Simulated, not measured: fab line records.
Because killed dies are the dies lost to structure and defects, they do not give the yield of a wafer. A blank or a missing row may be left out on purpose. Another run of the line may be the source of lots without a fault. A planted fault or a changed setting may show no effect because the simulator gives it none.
Matching of chambers | flow nand harc | 4 sister chambers for NHARC_A_CHANNEL_HOLE_D1_DESCUM_15 on rie diel-08
The step chemistry O2, time 3 s. 20 wafers are shown with their chamber, then 10 later ones without.

== WAFERS, EACH WITH ITS CHAMBER ==
wafer  | chamber | showerhead plenum p Torr (Torr) | drypump motor current A (A) | rf vpp V (V)
L077.2 | 1       | 2.05                            | 6.33                        | 58.6
L077.3 | 2       | 1.81                            | 5.59                        | 57.4
L077.5 | 0       | 1.82                            | 5.70                        | 56.3
L078.2 | 0       | 1.82                            | 5.76                        | 56.9
L078.3 | 3       | 2.07                            | 6.17                        | 59.0
L078.6 | 0       | 1.82                            | 5.80                        | 56.0
L080.2 | 0       | 1.82                            | 5.76                        | 57.1
L080.4 | 2       | 1.81                            | 5.61                        | 57.4
L080.5 | 2       | 1.81                            | 5.63                        | 57.9
L083.1 | 3       | 2.07                            | 6.20                        | 58.0
L083.2 | 1       | 2.05                            | 6.30                        | 58.5
L083.5 | 2       | 1.81                            | 5.61                        | 57.1
L085.1 | 3       | 2.06                            | 6.20                        | 57.7
L085.3 | 0       | 1.82                            | 5.73                        | 57.6
L085.6 | 1       | 2.05                            | 6.34                        | 59.2
L086.3 | 3       | 2.06                            | 6.21                        | 59.4
L086.5 | 0       | 1.82                            | 5.74                        | 57.8
L086.6 | 1       | 2.04                            | 6.37                        | 59.3
L090.1 | 3       | 2.06                            | 6.20                        | 58.0
L090.4 | 2       | 1.81                            | 5.62                        | 57.9

SIGNATURES (means of the wafers above)
reading                  | chamber 0 | chamber 1 | chamber 2 | chamber 3 | scatter within a chamber
showerhead plenum p Torr | 1.8200    | 2.0475    | 1.8100    | 2.0640    | 0.00349
drypump motor current A  | 5.7483    | 6.3350    | 5.6120    | 6.1960    | 0.025
rf vpp V                 | 56.950    | 58.900    | 57.540    | 58.420    | 0.595
Rule: a wafer's distance from a chamber is the root of the sum, over the readings, of the square of ((its reading less the chamber's mean) divided by the reading's scatter). The wafer belongs to the nearest chamber; if the next one is less than 2 further off, it can't be placed. The scatter: the root of (the sum of the squares of (reading less its chamber's mean) over the shown wafers, divided by (wafers less chambers)).

== WAFERS MISSING THEIR CHAMBER ==
wafer  | showerhead plenum p Torr (Torr) | drypump motor current A (A) | rf vpp V (V)
L090.6 | 1.81                            | 5.64                        | 57.5
L093.1 | 2.06                            | 6.22                        | 58.8
L093.4 | 1.81                            | 5.60                        | 57.4
L093.5 | 1.81                            | 5.61                        | 58.0
L092.1 | 1.81                            | 5.69                        | 57.3
L092.3 | 1.81                            | 5.63                        | 58.3
L092.4 | 2.06                            | 6.17                        | 58.0
L094.2 | 2.04                            | 6.30                        | 57.9
L094.4 | 2.06                            | 6.19                        | 57.8
L094.6 | 2.04                            | 6.33                        | 58.8

== EACH ONE'S CHAMBER ==
wafer  | from the rows above     | in truth
L090.6 | 2                       | 2
L093.1 | 3                       | 3
L093.4 | 2                       | 2
L093.5 | 2                       | 2
L092.1 | can't be placed: 2 or 0 | 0
L092.3 | 2                       | 2
L092.4 | 3                       | 3
L094.2 | 1                       | 1
L094.4 | 3                       | 3
L094.6 | 1                       | 1
Correctly placed: 9 of 10. Unplaceable from these rows: 1, with the true chamber sitting among the candidates in 1. 0 placed wrongly.
